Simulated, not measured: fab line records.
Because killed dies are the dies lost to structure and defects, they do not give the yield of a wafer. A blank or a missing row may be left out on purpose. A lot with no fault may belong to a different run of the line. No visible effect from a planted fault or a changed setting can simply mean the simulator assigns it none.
What tool caused it? ; flow n5_finfet ; 24 lots, 72 wafers sampled, at 4 steps of a route of 1938

## WHAT EACH GAUGE READ, for each wafer
N5_SDB_CD_MEAS_11: target cd 50 nm. Usual: cd_nm at 50.7 nm, with a standard deviation of 0.93.
lot;measured;on;cd_nm (nm);flag
L074;day 3 18:55;cd_sem-03;51.3 50.7 51.6;
L075;day 4 00:17;cd_sem-03;51.1 51.2 50.1;
L076;day 4 06:59;cd_sem-03;49.2 50.4 49.3;
L077;day 4 14:22;cd_sem-03;50.9 51.2 50.9;
L078;day 4 19:14;cd_sem-02;50.7 50.6 50.4;
L079;day 5 02:24;cd_sem-02;50.4 51.8 51.7;
L080;day 5 09:05;cd_sem-02;48.8 49.0 48.6;
L081;day 5 17:44;cd_sem-03;49.1 49.8 50.6;
L082;day 5 23:05;cd_sem-02;50.5 50.3 51.0;
L083;day 6 07:44;cd_sem-03;52.0 51.1 52.0;
L084;day 6 16:04;cd_sem-02;51.8 51.8 51.2;
L085;day 6 19:57;cd_sem-03;49.5 49.9 51.4;
L086;day 6 23:22;cd_sem-03;51.3 50.4 49.8;
L087;day 7 03:53;cd_sem-02;50.1 49.7 48.7;
L088;day 7 07:38;cd_sem-03;49.9 50.6 50.6;
L089;day 7 14:31;cd_sem-02;51.4 50.6 51.3;
L090;day 7 16:32;cd_sem-03;50.8 50.1 50.7;
L091;day 8 01:36;cd_sem-03;51.3 51.3 52.4;
L092;day 8 10:34;cd_sem-01;51.2 50.9 50.7;
L093;day 8 11:20;cd_sem-03;50.4 51.7 52.4;
L094;day 8 18:24;cd_sem-01;51.5 51.6 49.8;
L095;day 8 23:10;cd_sem-02;49.9 50.5 48.9;
L096;day 9 03:14;cd_sem-03;49.1 49.3 50.6;
L097;day 9 11:53;cd_sem-01;52.2 51.4 50.8;

N5_HKMG_FIN_THK_MEAS_70: measures by xrf. Usual: HK_THK 1.611 nm, standard deviation 0.019.
lot;measured;on;HK_THK (nm);flag
L074;day 4 05:38;film_metro-02;1.629 1.642 1.606;
L075;day 4 09:57;film_metro-02;1.615 1.642 1.620;
L076;day 4 15:53;film_metro-01;1.601 1.581 1.614;
L077;day 4 23:17;film_metro-01;1.618 1.604 1.630;
L078;day 5 04:20;film_metro-01;1.608 1.590 1.608;
L079;day 5 12:13;film_metro-02;1.597 1.596 1.644;
L080;day 5 17:56;film_metro-02;1.607 1.601 1.623;
L081;day 6 02:01;film_metro-01;1.615 1.615 1.613;
L082;day 6 07:29;film_metro-02;1.605 1.586 1.599;
L083;day 6 15:38;film_metro-02;1.627 1.618 1.604;
L084;day 7 01:02;film_metro-02;1.584 1.582 1.605;
L085;day 7 04:37;film_metro-02;1.629 1.584 1.637;
L086;day 7 07:55;film_metro-02;1.608 1.625 1.575;
L087;day 7 12:02;film_metro-01;1.606 1.606 1.582;
L088;day 7 16:17;film_metro-01;1.599 1.598 1.604;
L089;day 7 22:53;film_metro-01;1.609 1.598 1.616;
L090;day 8 00:26;film_metro-02;1.558 1.624 1.616;
L091;day 8 10:09;film_metro-02;1.660 1.569 1.614;
L092;day 8 19:17;film_metro-01;1.595 1.624 1.627;
L093;day 8 19:55;film_metro-01;1.617 1.585 1.622;
L094;day 9 03:07;film_metro-01;1.610 1.626 1.613;
L095;day 9 07:24;film_metro-01;1.609 1.595 1.647;
L096;day 9 11:31;film_metro-01;1.604 1.620 1.619;
L097;day 9 20:10;film_metro-02;1.650 1.596 1.624;

## EACH LOT AND THE TOOL THAT RAN IT (in order: tool; ch and the chambers of the sampled wafers; start)
lot;N5_SDB_HM_DEP_00;N5_SDB_HM_OPEN_20
L074;pecvd-02 ch 0,1,2, day 3 18:28;rie_diel-04 ch 0,1,3, day 3 19:34
L075;pecvd-04 ch 1,2, day 3 23:50;rie_diel-05 ch 1,2,3, day 4 00:46
L076;pecvd-02 ch 0,1, day 4 06:32;rie_diel-04 ch 1,2, day 4 07:20
L077;pecvd-02 ch 0,1, day 4 13:55;rie_diel-04 ch 0,1,3, day 4 14:41
L078;pecvd-02 ch 0,1,2, day 4 18:47;rie_diel-04 ch 1,3, day 4 19:35
L079;pecvd-02 ch 0,1,2, day 5 01:57;rie_diel-02 ch 0,1,2, day 5 02:43
L080;pecvd-03 ch 1,2, day 5 08:38;rie_diel-04 ch 0,1, day 5 09:24
L081;pecvd-02 ch 0,1,2, day 5 17:25;rie_diel-02 ch 0,1,2, day 5 18:26
L082;pecvd-04 ch 0,1,2, day 5 22:46;rie_diel-02 ch 0,1, day 5 23:24
L083;pecvd-04 ch 0,1, day 6 07:25;rie_diel-02 ch 1,2,3, day 6 08:04
L084;pecvd-02 ch 0,2, day 6 15:37;rie_diel-05 ch 0,1,3, day 6 16:23
L085;pecvd-03 ch 1,2, day 6 19:37;rie_diel-05 ch 1,3, day 6 20:16
L086;pecvd-04 ch 0,1, day 6 22:55;rie_diel-05 ch 0,1,2, day 6 23:41
L087;pecvd-02 ch 0,1,2, day 7 03:26;rie_diel-05 ch 0,2, day 7 04:13
L088;pecvd-04 ch 0,2, day 7 07:19;rie_diel-02 ch 1,2,3, day 7 07:58
L089;pecvd-03 ch 1,2, day 7 14:04;rie_diel-05 ch 1,2, day 7 15:11
L090;pecvd-02 ch 0,1, day 7 16:12;rie_diel-04 ch 0,1,3, day 7 16:50
L091;pecvd-04 ch 0,1,2, day 8 01:09;rie_diel-04 ch 2,3, day 8 01:55
L092;pecvd-02 ch 0,1,2, day 8 10:14;rie_diel-04 ch 1,2,3, day 8 10:53
L093;pecvd-03 ch 0,1,2, day 8 10:53;rie_diel-04 ch 0,1,3, day 8 11:39
L094;pecvd-02 ch 0,1,2, day 8 17:58;rie_diel-02 ch 1,2, day 8 18:43
L095;pecvd-04 ch 0,2, day 8 22:51;rie_diel-04 ch 0,1, day 8 23:29
L096;pecvd-02 ch 0,2, day 9 02:55;rie_diel-05 ch 1,2,3, day 9 03:34
L097;pecvd-03 ch 0,1,2, day 9 11:28;rie_diel-02 ch 0,1,3, day 9 12:12
- N5_SDB_HM_DEP_00: deposits SiNx from SiH4/NH3/N2, target thk 40 nm, time 35.3 s.
- N5_SDB_HM_OPEN_20: chemistry CH3F/O2, target SiNx, stops on poly-Si, target depth 24 nm.

## AS READ BY THE TOOLS THEMSELVES (means over the sampled wafers that have a number; for cases with no such wafer, the mark the record gives instead)
N5_SDB_HM_DEP_00. Usual: heater_power_w 748 W, standard deviation 94; showerhead_plenum_p_Torr 5.18 Torr, standard deviation 0.075; susceptor_temp_C 400.00 C, standard deviation 0.2; throttle_valve_pct 39.5 %, standard deviation 2.1.
lot;tool;heater_power_w (W);showerhead_plenum_p_Torr (Torr);susceptor_temp_C (C);throttle_valve_pct (%);flag
L074;pecvd-02;811;5.17;399.91;40.0;
L075;pecvd-04;667;5.27;400.11;38.4;
L076;pecvd-02;820;5.17;399.95;41.5;
L077;pecvd-02;807;5.21;400.08;40.5;
L078;pecvd-02;817;5.18;400.06;40.0;
L079;pecvd-02;853;5.16;400.21;40.1;
L080;pecvd-03;619;5.12;399.96;39.5;
L081;pecvd-02;824;5.17;399.90;40.0;
L082;pecvd-04;695;5.20;399.99;38.1;
L083;pecvd-04;718;5.27;400.00;39.6;
L084;pecvd-02;887;5.13;400.04;39.9;
L085;pecvd-03;686;5.12;400.07;39.4;
L086;pecvd-04;720;5.19;399.95;39.4;
L087;pecvd-02;772;5.17;399.95;40.2;
L088;pecvd-04;687;5.14;399.95;36.6;
L089;pecvd-03;682;5.09;399.91;40.7;
L090;pecvd-02;773;5.17;400.06;41.6;
L091;pecvd-04;724;5.19;399.87;38.1;
L092;pecvd-02;781;5.17;400.14;40.1;
L093;pecvd-03;712;5.15;400.07;39.9;
L094;pecvd-02;763;5.17;399.93;40.1;
L095;pecvd-04;612;5.14;399.99;36.8;
L096;pecvd-02;880;5.13;399.98;40.1;
L097;pecvd-03;699;5.16;399.91;40.0;

N5_SDB_HM_OPEN_20. Usual: bias_w 73.05 W, standard deviation 0.23; drypump_motor_current_A 5.4 A, standard deviation 0.39; mfc_ar_sccm 150.0 sccm, standard deviation 0.42; oes_product_au 0.65 a.u., standard deviation 0.072; rf_vpp_V 298 V, standard deviation 4.2; showerhead_plenum_p_Torr 2.00 Torr, standard deviation 0.077; throttle_valve_pct 16.29 %, standard deviation 0.21.
lot;tool;bias_w (W);drypump_motor_current_A (A);mfc_ar_sccm (sccm);oes_product_au (a.u.);rf_vpp_V (V);showerhead_plenum_p_Torr (Torr);throttle_valve_pct (%);flag
L074;rie_diel-04;73.08;5.6;149.8;0.59;299;1.97;16.41;
L075;rie_diel-05;72.81;5.7;150.2;0.61;299;1.97;16.41;
L076;rie_diel-04;73.13;5.0;150.5;0.71;299;2.00;16.26;
L077;rie_diel-04;73.32;5.6;150.0;0.59;297;1.96;16.42;
L078;rie_diel-04;73.18;5.4;150.1;0.59;299;2.02;16.46;
L079;rie_diel-02;72.90;5.5;150.1;0.66;295;2.02;16.30;
L080;rie_diel-04;73.30;5.7;149.8;0.61;294;1.97;16.50;
L081;rie_diel-02;73.12;5.5;149.9;0.65;294;2.02;16.31;
L082;rie_diel-02;72.97;5.2;150.1;0.69;296;2.01;16.15;
L083;rie_diel-02;73.03;5.4;150.2;0.70;293;2.06;16.23;
L084;rie_diel-05;73.19;5.4;150.0;0.69;298;2.02;16.15;
L085;rie_diel-05;72.78;5.6;150.2;0.67;301;1.99;16.36;
L086;rie_diel-05;72.95;5.5;149.7;0.62;299;2.00;16.20;
L087;rie_diel-05;73.10;5.6;149.9;0.61;298;2.05;16.13;
L088;rie_diel-02;73.12;5.4;149.8;0.69;293;2.05;16.24;
L089;rie_diel-05;72.70;5.7;150.5;0.61;300;1.97;16.43;
L090;rie_diel-04;73.14;5.6;150.0;0.58;298;1.95;16.47;
L091;rie_diel-04;73.00;5.1;149.9;0.68;302;1.93;16.23;
L092;rie_diel-04;73.15;5.2;150.3;0.62;300;1.97;16.37;
L093;rie_diel-04;73.15;5.6;150.0;0.58;298;1.95;16.49;
L094;rie_diel-02;73.07;5.6;150.1;0.63;291;2.06;16.38;
L095;rie_diel-04;72.87;5.5;149.6;0.58;295;2.01;16.59;
L096;rie_diel-05;73.10;5.7;149.7;0.63;300;2.03;16.32;
L097;rie_diel-02;72.94;5.3;149.9;0.67;296;2.00;16.24;

## THE ANSWER, worked out from the rows above alone
Rule: a lot counts as off when the mean over its wafers that have a number is more than 3 standard deviations away from the usual mean. A lot without any number at a reading at which 4 lots or more have one is off too. The other lots that the step has rows for count as sound. Order of review: gauges by route order, followed by the tools' own readings, for which a lot's mean as printed above is used. The first step at which some lot is off is used, and at that step the reading that is off furthest; a lot without a number counts as furthest.
None of the lots is off at any reading shown; this tells nothing.

## WHAT THE SIMULATOR HAD PUT IN
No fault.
